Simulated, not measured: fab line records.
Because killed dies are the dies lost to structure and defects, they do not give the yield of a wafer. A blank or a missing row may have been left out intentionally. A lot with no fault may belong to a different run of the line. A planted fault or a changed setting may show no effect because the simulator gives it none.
The tool behind it: which one? + flow n5-finfet + Sampling: 11 lots, 33 wafers, 5 of 1938 route steps

== WHAT THE GAUGES READ, wafer by wafer ==
N5_SD_EPI_N_INSPECT_26: inspects for defects (darkfield). Usual: 198 for raw-defect-count, sd 39.
| lot  | measured    | on                | raw-defect-count | flag |
|------|-------------|-------------------|------------------|------|
| L721 | day 3 09:29 | defect-inspect-02 | 291 242 219      |      |
| L724 | day 4 04:51 | defect-inspect-01 | 193 151 232      |      |
| L725 | day 4 11:15 | defect-inspect-01 | 205 195 234      |      |
| L728 | day 5 03:52 | defect-inspect-01 | 158 178 204      |      |
| L729 | day 5 10:38 | defect-inspect-02 | 186 232 136      |      |
| L737 | day 7 10:04 | defect-inspect-01 | 118 123 169      |      |
| L738 | day 7 15:49 | defect-inspect-01 | 154 142 202      |      |
| L740 | day 8 02:58 | defect-inspect-01 | 284 291 284      |      |
| L741 | day 8 10:29 | defect-inspect-02 | 187 210 232      |      |
| L742 | day 8 16:46 | defect-inspect-02 | 151 254 276      |      |
| L743 | day 8 23:44 | defect-inspect-02 | 142 149 185      |      |

N5_SD_EPI_P_INSPECT_26: inspects for defects (darkfield). Usual: 167 for raw-defect-count, sd 36.
| lot  | measured    | on                | raw-defect-count | flag |
|------|-------------|-------------------|------------------|------|
| L721 | day 3 13:34 | defect-inspect-02 | 255 198 170      |      |
| L724 | day 4 09:11 | defect-inspect-02 | 175 123 221      |      |
| L725 | day 4 15:29 | defect-inspect-01 | 171 148 184      |      |
| L728 | day 5 08:04 | defect-inspect-01 | 150 197 177      |      |
| L729 | day 5 14:50 | defect-inspect-01 | 127 226 150      |      |
| L737 | day 7 14:08 | defect-inspect-01 | 68 95 131        |      |
| L738 | day 7 20:04 | defect-inspect-01 | 113 90 145       |      |
| L740 | day 8 07:16 | defect-inspect-02 | 265 215 209      |      |
| L741 | day 8 14:52 | defect-inspect-01 | 157 169 157      |      |
| L742 | day 8 21:10 | defect-inspect-02 | 141 240 250      |      |
| L743 | day 9 03:58 | defect-inspect-02 | 116 121 165      |      |

N5_BEOL_M4_RC_MEAS_101. Usual: DIBL_N 36.5 mV/V, standard deviation 1.7; DIBL_P 36.3 mV/V, standard deviation 2.1; IOFF_N 0.16 nA/um, standard deviation 0.036; IOFF_P 0.21 nA/um, standard deviation 0.037; ION_N 676 uA/um, standard deviation 12; ION_P 462 uA/um, standard deviation 7.6; SS_N 71.5 mV/dec, standard deviation 0.68; SS_P 73.3 mV/dec, standard deviation 0.63; VT_N 249 mV, standard deviation 3.5; VT_P -250 mV, standard deviation 3.5.
| lot  | measured     | on        | DIBL_N (mV/V)  | DIBL_P (mV/V)  | IOFF_N (nA/um) | IOFF_P (nA/um) | ION_N (uA/um) | ION_P (uA/um) | SS_N (mV/dec)  | SS_P (mV/dec)  | VT_N (mV)   | VT_P (mV)      | flag |
|------|--------------|-----------|----------------|----------------|----------------|----------------|---------------|---------------|----------------|----------------|-------------|----------------|------|
| L721 | day 8 16:08  | prober-02 | 37.9 37.5 36.5 | 37.5 37.1 36.5 | 0.20 0.21 0.18 | 0.24 0.24 0.22 | 697 696 685   | 470 476 471   | 71.8 71.3 71.8 | 73.1 73.3 72.8 | 243 242 245 | -249 -247 -247 |      |
| L724 | day 9 01:47  | prober-01 | 36.3 34.4 34.7 | 33.9 33.5 33.9 | 0.14 0.12 0.13 | 0.18 0.17 0.18 | 665 663 664   | 453 453 450   | 71.0 69.8 70.3 | 72.9 73.0 72.3 | 254 252 253 | -248 -250 -249 |      |
| L725 | day 9 09:56  | prober-02 | 39.0 38.7 37.0 | 38.2 38.2 35.9 | 0.21 0.20 0.17 | 0.26 0.27 0.22 | 685 683 674   | 469 470 462   | 71.9 72.0 70.7 | 74.1 73.8 73.3 | 248 243 250 | -247 -246 -247 |      |
| L728 | day 10 12:07 | prober-01 | 32.2 34.2 36.4 | 31.4 33.7 36.5 | 0.11 0.13 0.17 | 0.16 0.19 0.23 | 670 657 683   | 459 451 465   | 69.9 69.8 71.2 | 72.1 73.2 74.2 | 254 250 249 | -251 -253 -249 |      |
| L729 | day 10 05:56 | prober-02 | 34.7 36.8 37.5 | 33.5 34.8 36.9 | 0.12 0.16 0.18 | 0.15 0.16 0.20 | 657 676 683   | 450 452 455   | 71.4 71.7 71.2 | 73.0 72.9 73.3 | 250 249 248 | -257 -256 -254 |      |
| L740 | day 13 01:03 | prober-02 | 37.4 36.9 37.0 | 38.3 37.2 37.3 | 0.16 0.16 0.16 | 0.22 0.21 0.21 | 676 682 667   | 461 461 463   | 71.4 70.6 71.3 | 74.0 73.2 72.6 | 251 250 250 | -249 -251 -248 |      |
| L741 | day 13 05:24 | prober-01 | 35.0 35.4 38.7 | 34.1 34.3 38.4 | 0.12 0.12 0.18 | 0.17 0.17 0.23 | 665 669 678   | 457 455 464   | 71.3 71.1 72.1 | 72.2 72.6 74.3 | 252 252 247 | -251 -255 -248 |      |
| L742 | day 13 22:52 | prober-02 | 38.3 36.6 35.1 | 38.7 36.7 35.0 | 0.19 0.14 0.14 | 0.25 0.23 0.20 | 673 654 668   | 469 459 462   | 72.7 71.7 71.7 | 73.5 73.3 73.1 | 246 253 250 | -248 -248 -249 |      |
| L743 | day 13 22:10 | prober-01 | 39.0 36.7 35.6 | 37.7 36.5 34.4 | 0.19 0.16 0.13 | 0.24 0.24 0.19 | 679 689 679   | 463 480 464   | 73.4 70.5 71.2 | 74.3 73.0 72.9 | 246 248 250 | -247 -246 -252 |      |

== TOOL THAT RAN EACH LOT (tool first, then ch and the chambers of the sampled wafers, then the start) ==
| lot  | N5_SD_EPI_N_ETCH_16               | N5_SD_EPI_P_EPI_21             |
|------|-----------------------------------|--------------------------------|
| L721 | rie-diel-02 ch 0,1,3, day 3 06:08 | epi-rpcvd-02 ch 0, day 3 11:34 |
| L724 | rie-diel-02 ch 0,1,3, day 4 00:26 | epi-rpcvd-03 ch 0, day 4 07:04 |
| L725 | rie-diel-06 ch 0,2,3, day 4 07:53 | epi-rpcvd-03 ch 0, day 4 13:07 |
| L728 | rie-diel-06 ch 0,1,3, day 5 00:10 | epi-rpcvd-04 ch 0, day 5 06:04 |
| L729 | rie-diel-03 ch 0,1,3, day 5 07:17 | epi-rpcvd-04 ch 0, day 5 12:28 |
| L737 | rie-diel-06 ch 0,1,2, day 7 06:43 | epi-rpcvd-04, day 7 12:08      |
| L738 | rie-diel-03 ch 0,2,3, day 7 11:39 | epi-rpcvd-04, day 7 17:42      |
| L740 | rie-diel-02 ch 0,1,3, day 7 23:38 | epi-rpcvd-04 ch 0, day 8 04:53 |
| L741 | rie-diel-03 ch 1,2, day 8 06:20   | epi-rpcvd-04 ch 0, day 8 12:29 |
| L742 | rie-diel-03 ch 1,2, day 8 11:53   | epi-rpcvd-04 ch 0, day 8 19:09 |
| L743 | rie-diel-06 ch 0,1, day 8 19:32   | epi-rpcvd-04 ch 0, day 9 01:34 |
- N5_SD_EPI_N_ETCH_16: etches SiO2 in CHF3/O2, target depth 5 nm.
- N5_SD_EPI_P_EPI_21: deposits SiGe:B, time 355 s.

== AS READ BY THE TOOLS THEMSELVES (means over the sampled wafers that have a number; for cases with no such wafer, the mark the record gives instead) ==
N5_SD_EPI_N_ETCH_16. Usual: drypump-motor-current-A 5.7 A, standard deviation 0.3; oes-product-au 0.75 a.u., standard deviation 0.042; rf-vpp-V 523 V, standard deviation 10; showerhead-plenum-p-Torr 2.41 Torr, standard deviation 0.073; throttle-valve-pct 18.95 %, standard deviation 0.23.
| lot  | tool        | drypump-motor-current-A (A) | oes-product-au (a.u.) | rf-vpp-V (V) | showerhead-plenum-p-Torr (Torr) | throttle-valve-pct (%) | flag |
|------|-------------|-----------------------------|-----------------------|--------------|---------------------------------|------------------------|------|
| L721 | rie-diel-02 | 5.7                         | 0.74                  | 527          | 2.43                            | 19.04                  |      |
| L724 | rie-diel-02 | 5.7                         | 0.75                  | 526          | 2.43                            | 19.05                  |      |
| L725 | rie-diel-06 | 5.8                         | 0.75                  | 515          | 2.37                            | 18.92                  |      |
| L728 | rie-diel-06 | 5.5                         | 0.76                  | 527          | 2.41                            | 18.94                  |      |
| L729 | rie-diel-03 | 5.6                         | 0.81                  | 518          | 2.45                            | 18.77                  |      |
| L737 | rie-diel-06 | 5.8                         | 0.73                  | 526          | 2.40                            | 19.16                  |      |
| L738 | rie-diel-03 | 5.8                         | 0.78                  | 521          | 2.41                            | 18.76                  |      |
| L740 | rie-diel-02 | 5.7                         | 0.72                  | 526          | 2.42                            | 19.10                  |      |
| L741 | rie-diel-03 | 5.6                         | 0.71                  | 509          | 2.45                            | 18.84                  |      |
| L742 | rie-diel-03 | 5.8                         | 0.70                  | 511          | 2.41                            | 18.80                  |      |
| L743 | rie-diel-06 | 5.5                         | 0.73                  | 535          | 2.43                            | 19.21                  |      |

N5_SD_EPI_P_EPI_21. Usual: 20.00 Torr for chamber-pressure-Torr, sd 0.044.
| lot  | tool         | chamber-pressure-Torr (Torr) | flag |
|------|--------------|------------------------------|------|
| L721 | epi-rpcvd-02 | 20.05                        |      |
| L724 | epi-rpcvd-03 | 20.06                        |      |
| L725 | epi-rpcvd-03 | 19.97                        |      |
| L728 | epi-rpcvd-04 | 20.05                        |      |
| L729 | epi-rpcvd-04 | 19.96                        |      |
| L737 | epi-rpcvd-04 | -                            | OFF  |
| L738 | epi-rpcvd-04 | -                            | OFF  |
| L740 | epi-rpcvd-04 | 20.00                        |      |
| L741 | epi-rpcvd-04 | 19.99                        |      |
| L742 | epi-rpcvd-04 | 20.01                        |      |
| L743 | epi-rpcvd-04 | 19.99                        |      |

== THE ANSWER, worked out from the rows above alone ==
Rule: lot off if the mean of its wafers having a number is beyond 3 standard deviations from the usual mean. A lot without any number at a reading at which 4 lots or more have one is off too. The other lots that the step has rows for count as sound. After the gauges, taken in route order, come the tools' own readings; for these a lot's mean is taken, as printed above. The first step at which some lot is off is used, and at that step the reading that is off furthest; a lot without a number counts as furthest.
Off, at N5_SD_EPI_P_EPI_21 on chamber-pressure-Torr: L737, L738. Without a number there: L737, L738.
A tool fits if, at that step or a process step before it, it ran every lot that is off, and no sound lot after the first of them. No candidate that was tried fits.

== WHAT THE SIMULATOR PUT IN ==
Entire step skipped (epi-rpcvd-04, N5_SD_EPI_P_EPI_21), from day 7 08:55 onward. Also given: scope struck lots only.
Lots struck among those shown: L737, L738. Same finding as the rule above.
